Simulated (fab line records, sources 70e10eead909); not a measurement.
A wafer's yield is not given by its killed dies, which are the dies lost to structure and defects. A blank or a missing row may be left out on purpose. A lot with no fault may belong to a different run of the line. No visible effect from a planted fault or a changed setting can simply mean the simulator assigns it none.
Which tool did it?	flow nand harc	69 wafers from 23 lots sampled at 6 of the route's 1159 steps

== WHAT THE GAUGES READ, wafer by wafer ==
No reading from a measuring or inspecting step in the record can be judged against a usual standard deviation.

== WHICH TOOL RAN EACH LOT (tool, then ch and the chambers of the sampled wafers, then the start) ==
lot	NHARC_A_CHANNEL_FILL_D1_ALD_14	NHARC_A_CHANNEL_FILL_D1_STRIP_28	NHARC_A_STAIRCASE_TRIM_187	NHARC_A_STAIRCASE_ETCH_188	NHARC_A_STAIRCASE_TRIM_189	NHARC_A_STAIRCASE_TRIM_231
L074	ald hk-03 ch 1,2,3, day 8 23:22	rie diel-03 ch 0,2,3, day 9 19:43	rie diel-07 ch 0,1,3, day 11 02:34	rie diel-07 ch 0,2, no start	rie diel-07 ch 1,2,3, no start	rie diel-12 ch 0,2,3, no start
L076	ald hk-04 ch 0,2,3, day 9 07:07	rie diel-02 ch 0,1,3, day 10 03:02	rie diel-11 ch 0,2,3, day 11 10:29	rie diel-11 ch 0,2, no start	rie diel-11 ch 0,1, no start	rie diel-07 ch 1,2,3, no start
L075	ald hk-04 ch 0,2, day 9 07:15	rie diel-02 ch 1,2,3, day 10 03:04	rie diel-07 ch 0,2, day 11 11:25	rie diel-07 ch 1,3, no start	rie diel-07 ch 2,3, no start	rie diel-11 ch 1,2, no start
L077	ald hk-03 ch 1,2, day 9 22:08	rie diel-03 ch 0,1,3, day 10 15:23	rie diel-07 ch 2,3, day 11 22:13	rie diel-07 ch 0,3, no start	rie diel-07 ch 0,1, no start	rie diel-07 ch 0,3, no start
L078	ald hk-01 ch 1,2,3, day 9 22:08	rie diel-02 ch 0,2,3, day 10 15:22	rie diel-07 ch 0,1, day 11 23:22	rie diel-07 ch 1,2,3, no start	rie diel-07 ch 0,1,2, no start	rie diel-07 ch 1,2, no start
L079	ald hk-01 ch 0,1,2, day 10 02:38	rie diel-13 ch 1,2,3, day 10 19:55	rie diel-12 ch 0,2,3, day 12 03:48	rie diel-12 ch 0,2,3, no start	rie diel-12 ch 0,1,3, no start	rie diel-12 ch 0,2,3, no start
L080	ald hk-04 ch 0,1, day 10 18:23	rie diel-03 ch 0,2,3, day 11 11:22	rie diel-07 ch 0,2, day 12 18:14	rie diel-07 ch 0,1, no start	rie diel-07 ch 0,1,3, no start	rie diel-11 ch 0,3, no start
L082	ald hk-03 ch 1,2,3, day 10 18:28	rie diel-13 ch 0,1, day 11 11:26	rie diel-07 ch 0,1,2, day 12 18:04	rie diel-07 ch 1,2,3, no start	rie diel-07 ch 0,2,3, no start	rie diel-12 ch 0,1,2, no start
L083	ald hk-01 ch 0,1,3, day 11 05:25	rie diel-02 ch 2,3, day 11 23:14	rie diel-12 ch 1,3, day 13 06:04	rie diel-12 ch 1,3, no start	rie diel-12 ch 0,1,3, no start	rie diel-12 ch 0,2, no start
L081	ald hk-01 ch 1,2,3, day 11 05:42	rie diel-03 ch 2,3, day 11 23:13	rie diel-11 ch 0,1,3, day 13 06:18	rie diel-11 ch 0,1,2, no start	rie diel-11 ch 0,1,2, no start	rie diel-07 ch 0,1,2, no start
L084	ald hk-01 ch 1,3, day 11 12:50	rie diel-03 ch 0,1,3, day 12 06:03	rie diel-12 ch 0,1,3, day 13 16:33	rie diel-12 ch 0,2,3, no start	rie diel-12 ch 2,3, no start	rie diel-11 ch 0,1,2, no start
L086	ald hk-04 ch 1,2,3, day 11 23:04	rie diel-02 ch 0,2,3, day 12 17:04	rie diel-11 ch 0,1,2, day 14 04:58	rie diel-11 ch 0,1,2, no start	rie diel-11 ch 0,1,2, no start	rie diel-12 ch 1,2,3, no start
L087	ald hk-01 ch 0,2, day 11 23:09	rie diel-03 ch 1,2,3, day 12 17:05	rie diel-11 ch 0,3, day 14 05:11	rie diel-11 ch 0,1,3, no start	rie diel-11 ch 0,1,2, no start	rie diel-12 ch 0,1,2, no start
L089	ald hk-03 ch 0,2, day 12 15:03	rie diel-13 ch 2,3, day 13 08:18	rie diel-12 ch 0,1,2, day 14 15:53	rie diel-12 ch 0,1,2, no start	rie diel-12 ch 0,1,3, no start	rie diel-11 ch 0,2,3, no start
L088	ald hk-03 ch 0,1,3, day 12 15:21	rie diel-03 ch 0,1,3, day 13 08:17	rie diel-07 ch 1,3, day 14 16:11	rie diel-07 ch 0,2,3, no start	rie diel-07 ch 0,1,2, no start	rie diel-12 ch 0,1,3, no start
L090	ald hk-04 ch 0,3, day 12 23:34	rie diel-03 ch 0,2,3, day 13 16:43	rie diel-11 ch 0,1, day 14 23:23	rie diel-11 ch 1,2, no start	rie diel-11 ch 0,1,3, no start	rie diel-11 ch 1,2, no start
L091	ald hk-03 ch 2,3, day 13 06:32	rie diel-02 ch 0,2,3, day 13 23:32	rie diel-11 ch 0,3, day 15 05:32	rie diel-11 ch 0,1,3, no start	rie diel-11 ch 0,3, no start	rie diel-12 ch 0,1,2, no start
L094	ald hk-03 ch 0,1, day 13 12:27	rie diel-13 ch 0,1,3, day 14 05:55	rie diel-12 ch 0,1,2, day 15 13:19	rie diel-12 ch 0,1,2, no start	rie diel-12 ch 0,1,3, no start	rie diel-07 ch 0,2,3, no start
L093	ald hk-03 ch 0,3, day 13 23:39	rie diel-13 ch 2,3, day 14 16:58	rie diel-12 ch 0,1,2, day 16 03:52	rie diel-12 ch 0,3, no start	rie diel-12 ch 0,1,3, no start	rie diel-07 ch 1,2, no start
L092	ald hk-04 ch 0,3, day 13 23:40	rie diel-03 ch 0,1,2, day 14 16:55	rie diel-11 ch 0,2,3, day 15 23:22	rie diel-11 ch 0,2, no start	rie diel-11 ch 0,2,3, no start	rie diel-12 ch 1,2, no start
L095	ald hk-04 ch 0,1,3, day 14 02:06	rie diel-03 ch 0,1,3, day 14 16:57	rie diel-07 ch 0,2,3, day 15 23:32	rie diel-07 ch 0,1,2, no start	rie diel-07 ch 1,2,3, no start	rie diel-07 ch 1,2,3, no start
L096	ald hk-04 ch 1,2,3, day 14 08:23	rie diel-03 ch 1,2,3, day 15 01:28	rie diel-12 ch 0,1,3, day 16 13:27	rie diel-12 ch 1,2,3, no start	rie diel-12 ch 0,1, no start	rie diel-11 ch 2,3, no start
L097	ald hk-04 ch 1,2,3, day 15 00:58	rie diel-02 ch 0,2, day 15 21:59	rie diel-11 ch 0,1, day 17 10:14	rie diel-11 ch 0,1, no start	rie diel-11 ch 0,2, no start	rie diel-07 ch 1,2, no start
- NHARC_A_CHANNEL_FILL_D1_ALD_14: deposits SiO2, target thk 2.5 nm, pulse time 10 s, ald cycles 25.
- NHARC_A_CHANNEL_FILL_D1_STRIP_28: strips in O2, time 20 s.
- NHARC_A_STAIRCASE_TRIM_187: chemistry O2, time 211.2 s.
- NHARC_A_STAIRCASE_ETCH_188: etches the open film in C4F8/O2, target depth 100 nm, time 40.5 s.
- NHARC_A_STAIRCASE_TRIM_189: chemistry O2, time 211.2 s.
- NHARC_A_STAIRCASE_TRIM_231: chemistry O2, time 211.2 s.

== WHAT THE TOOLS THEMSELVES READ (means of the sampled wafers that have a number; where no wafer has one, the mark that the record gives instead) ==
NHARC_A_CHANNEL_FILL_D1_ALD_14. Usual: heater power w 472 W, standard deviation 58; precursor pulse height rel 1.003, standard deviation 0.021.
lot	tool	heater power w (W)	precursor pulse height rel	flag
L074	ald hk-03	444	1.015	
L076	ald hk-04	480	0.998	
L075	ald hk-04	446	0.987	
L077	ald hk-03	410	1.008	
L078	ald hk-01	463	1.017	
L079	ald hk-01	454	1.003	
L080	ald hk-04	457	1.005	
L082	ald hk-03	446	1.012	
L083	ald hk-01	488	0.989	
L081	ald hk-01	473	0.986	
L084	ald hk-01	506	0.998	
L086	ald hk-04	506	0.984	
L087	ald hk-01	478	0.986	
L089	ald hk-03	444	1.028	
L088	ald hk-03	491	0.986	
L090	ald hk-04	431	1.018	
L091	ald hk-03	389	0.989	
L094	ald hk-03	506	1.009	
L093	ald hk-03	474	0.994	
L092	ald hk-04	426	0.993	
L095	ald hk-04	460	0.991	
L096	ald hk-04	512	0.999	
L097	ald hk-04	512	1.000	

NHARC_A_CHANNEL_FILL_D1_STRIP_28. Usual: drypump motor current A 5.8 A, standard deviation 0.31; oes product au 0.999 a.u., standard deviation 0.013; rf vpp V 57.7 V, standard deviation 0.87; showerhead plenum p Torr 3.51 Torr, standard deviation 0.13; throttle valve pct 17.038 %, standard deviation 0.0085.
lot	tool	drypump motor current A (A)	oes product au (a.u.)	rf vpp V (V)	showerhead plenum p Torr (Torr)	throttle valve pct (%)	flag
L074	rie diel-03	5.9	1.003	57.7	3.47	17.046	
L076	rie diel-02	6.0	1.005	58.4	3.46	17.032	
L075	rie diel-02	5.9	0.980	57.5	3.43	17.040	
L077	rie diel-03	5.9	1.010	58.0	3.60	17.034	
L078	rie diel-02	5.7	0.988	57.5	3.47	17.042	
L079	rie diel-13	5.8	1.002	57.3	3.54	17.032	
L080	rie diel-03	5.9	1.005	57.3	3.47	17.033	
L082	rie diel-13	5.4	0.989	58.3	3.57	17.033	
L083	rie diel-02	5.6	0.979	57.3	3.43	17.034	
L081	rie diel-03	5.7	0.994	58.1	3.41	17.031	
L084	rie diel-03	5.9	1.006	58.1	3.60	17.036	
L086	rie diel-02	5.7	0.993	57.1	3.47	17.041	
L087	rie diel-03	5.7	0.993	57.9	3.54	17.039	
L089	rie diel-13	6.1	1.008	58.0	3.46	17.037	
L088	rie diel-03	5.9	1.004	57.8	3.60	17.034	
L090	rie diel-03	5.9	1.000	57.6	3.47	17.037	
L091	rie diel-02	5.7	0.993	57.8	3.47	17.039	
L094	rie diel-13	5.7	0.990	57.7	3.59	17.042	
L093	rie diel-13	6.1	1.008	57.7	3.46	17.039	
L092	rie diel-03	5.9	1.016	57.9	3.52	17.042	
L095	rie diel-03	5.9	1.004	57.7	3.60	17.042	
L096	rie diel-03	5.7	1.000	57.5	3.54	17.039	
L097	rie diel-02	5.5	0.985	56.9	3.52	17.046	

NHARC_A_STAIRCASE_TRIM_187. Usual: drypump motor current A 5.8 A, standard deviation 0.5; oes product au 1.002 a.u., standard deviation 0.011; rf vpp V 57.9 V, standard deviation 0.87; showerhead plenum p Torr 3.57 Torr, standard deviation 0.13; throttle valve pct 17.036 %, standard deviation 0.009.
lot	tool	drypump motor current A (A)	oes product au (a.u.)	rf vpp V (V)	showerhead plenum p Torr (Torr)	throttle valve pct (%)	flag
L074	rie diel-07	5.7	1.015	57.9	3.55	17.036	
L076	rie diel-11	6.0	1.002	58.2	3.50	17.038	
L075	rie diel-07	6.2	1.005	57.9	3.60	17.032	
L077	rie diel-07	5.8	1.012	59.1	3.72	17.041	
L078	rie diel-07	6.1	0.998	57.8	3.43	17.030	
L079	rie diel-12	6.0	1.006	57.5	3.61	17.041	
L080	rie diel-07	6.5	0.990	58.3	3.50	17.032	
L082	rie diel-07	5.8	1.002	57.7	3.51	17.039	
L083	rie diel-12	6.0	1.001	58.5	3.62	17.034	
L081	rie diel-11	6.0	1.006	58.6	3.62	17.036	
L084	rie diel-12	5.9	0.997	57.9	3.58	17.041	
L086	rie diel-11	5.6	1.006	58.3	3.51	17.031	
L087	rie diel-11	6.3	1.003	57.5	3.59	17.036	
L089	rie diel-12	5.9	1.007	57.7	3.60	17.039	
L088	rie diel-07	5.3	1.001	57.8	3.65	17.042	
L090	rie diel-11	5.7	0.995	57.3	3.60	17.034	
L091	rie diel-11	6.1	1.006	57.8	3.57	17.031	
L094	rie diel-12	5.9	0.997	57.3	3.60	17.029	
L093	rie diel-12	5.9	1.003	57.6	3.60	17.042	
L092	rie diel-11	6.0	1.006	57.2	3.48	17.028	
L095	rie diel-07	6.1	1.012	59.2	3.61	17.032	
L096	rie diel-12	5.9	1.004	58.2	3.56	17.032	
L097	rie diel-11	5.7	1.001	58.0	3.59	17.034	

NHARC_A_STAIRCASE_ETCH_188. Usual: oes product au 0.942 a.u., standard deviation 0.014; rf vpp V 897 V, standard deviation 5.1.
lot	tool	oes product au (a.u.)	rf vpp V (V)	flag
L074	rie diel-07	0.942	895	
L076	rie diel-11	0.934	895	
L075	rie diel-07	0.930	896	
L077	rie diel-07	0.925	896	
L078	rie diel-07	0.929	900	
L079	rie diel-12	0.949	900	
L080	rie diel-07	0.928	892	
L082	rie diel-07	0.942	900	
L083	rie diel-12	0.961	900	
L081	rie diel-11	0.955	896	
L084	rie diel-12	0.955	899	
L086	rie diel-11	0.946	895	
L087	rie diel-11	0.942	899	
L089	rie diel-12	0.936	898	
L088	rie diel-07	0.948	899	
L090	rie diel-11	0.928	896	
L091	rie diel-11	0.948	898	
L094	rie diel-12	0.949	899	
L093	rie diel-12	0.948	896	
L092	rie diel-11	0.933	890	
L095	rie diel-07	0.948	895	
L096	rie diel-12	0.935	899	
L097	rie diel-11	0.948	900	

NHARC_A_STAIRCASE_TRIM_189. Usual: drypump motor current A 5.9 A, standard deviation 0.49; oes product au 1.002 a.u., standard deviation 0.011; rf vpp V 57.8 V, standard deviation 0.84; showerhead plenum p Torr 3.58 Torr, standard deviation 0.13; throttle valve pct 17.035 %, standard deviation 0.0087.
lot	tool	drypump motor current A (A)	oes product au (a.u.)	rf vpp V (V)	showerhead plenum p Torr (Torr)	throttle valve pct (%)	flag
L074	rie diel-07	5.4	1.007	58.1	3.64	17.033	
L076	rie diel-11	5.7	0.996	57.4	3.62	17.038	
L075	rie diel-07	5.9	1.017	58.4	3.72	17.029	
L077	rie diel-07	5.4	1.003	57.1	3.43	17.033	
L078	rie diel-07	5.8	1.007	57.3	3.52	17.040	
L079	rie diel-12	5.9	1.006	57.0	3.58	17.032	
L080	rie diel-07	5.7	1.004	58.4	3.54	17.029	
L082	rie diel-07	6.1	0.994	57.8	3.62	17.034	
L083	rie diel-12	5.9	1.002	57.2	3.58	17.036	
L081	rie diel-11	5.6	0.998	57.8	3.51	17.032	
L084	rie diel-12	6.1	0.992	57.8	3.67	17.035	
L086	rie diel-11	5.6	0.992	57.1	3.50	17.029	
L087	rie diel-11	5.6	1.006	57.6	3.51	17.042	
L089	rie diel-12	5.9	1.006	57.5	3.57	17.040	
L088	rie diel-07	5.8	1.006	58.0	3.50	17.034	
L090	rie diel-11	6.0	1.010	57.8	3.61	17.039	
L091	rie diel-11	6.3	1.004	58.4	3.59	17.023	
L094	rie diel-12	5.9	0.999	58.5	3.57	17.040	
L093	rie diel-12	5.9	1.000	57.1	3.57	17.034	
L092	rie diel-11	6.0	0.997	57.6	3.48	17.028	
L095	rie diel-07	5.4	1.009	58.3	3.61	17.033	
L096	rie diel-12	5.8	1.017	58.4	3.57	17.025	
L097	rie diel-11	5.7	1.005	58.0	3.63	17.033	

NHARC_A_STAIRCASE_TRIM_231. Usual: drypump motor current A 5.9 A, standard deviation 0.53; oes product au 1.003 a.u., standard deviation 0.009; rf vpp V 57.9 V, standard deviation 0.83; showerhead plenum p Torr 3.57 Torr, standard deviation 0.13; throttle valve pct 17.036 %, standard deviation 0.0086.
lot	tool	drypump motor current A (A)	oes product au (a.u.)	rf vpp V (V)	showerhead plenum p Torr (Torr)	throttle valve pct (%)	flag
L074	rie diel-12	6.0	1.007	57.7	3.62	17.027	
L076	rie diel-07	5.4	1.002	58.0	3.63	17.042	
L075	rie diel-11	5.5	0.996	57.4	3.43	17.046	
L077	rie diel-07	5.9	1.003	58.2	3.65	17.035	
L078	rie diel-07	5.6	1.010	58.4	3.61	17.031	
L079	rie diel-12	6.0	1.005	58.1	3.61	17.031	
L080	rie diel-11	6.3	1.007	58.2	3.60	17.035	
L082	rie diel-12	5.9	1.001	56.9	3.61	17.042	
L083	rie diel-12	5.9	1.007	58.2	3.57	17.041	
L081	rie diel-07	5.8	0.996	58.2	3.51	17.030	
L084	rie diel-11	5.6	1.011	58.7	3.51	17.033	
L086	rie diel-12	6.0	1.000	57.8	3.64	17.041	
L087	rie diel-12	6.0	0.996	57.5	3.60	17.036	
L089	rie diel-11	6.0	1.002	57.9	3.48	17.037	
L088	rie diel-12	5.9	1.012	57.9	3.57	17.044	
L090	rie diel-11	5.5	0.995	58.1	3.54	17.032	
L091	rie diel-12	5.9	1.008	57.8	3.60	17.038	
L094	rie diel-07	6.1	1.000	58.2	3.61	17.036	
L093	rie diel-07	5.2	1.014	57.2	3.50	17.033	
L092	rie diel-12	6.0	0.997	58.0	3.64	17.036	
L095	rie diel-07	5.4	0.999	58.4	3.61	17.034	
L096	rie diel-11	5.9	1.007	57.9	3.74	17.043	
L097	rie diel-07	5.6	1.001	58.5	3.58	17.034	

== THE ANSWER, worked out from the rows above alone ==
Rule: a lot is off if the mean of its wafers that have a number lies more than 3 standard deviations from the usual mean. A lot without any number at a reading at which 4 lots or more have one is off too. All remaining lots with rows at the step are treated as sound. After the gauges, taken in route order, come the tools' own readings; for these a lot's mean is taken, as printed above. At the first step where some lot is off, the reading lying furthest off is the one used; lots without a number count as furthest.
No lot is off on any of the readings shown, so nothing can be concluded from this.

== WHAT THE SIMULATOR HAD PUT IN ==
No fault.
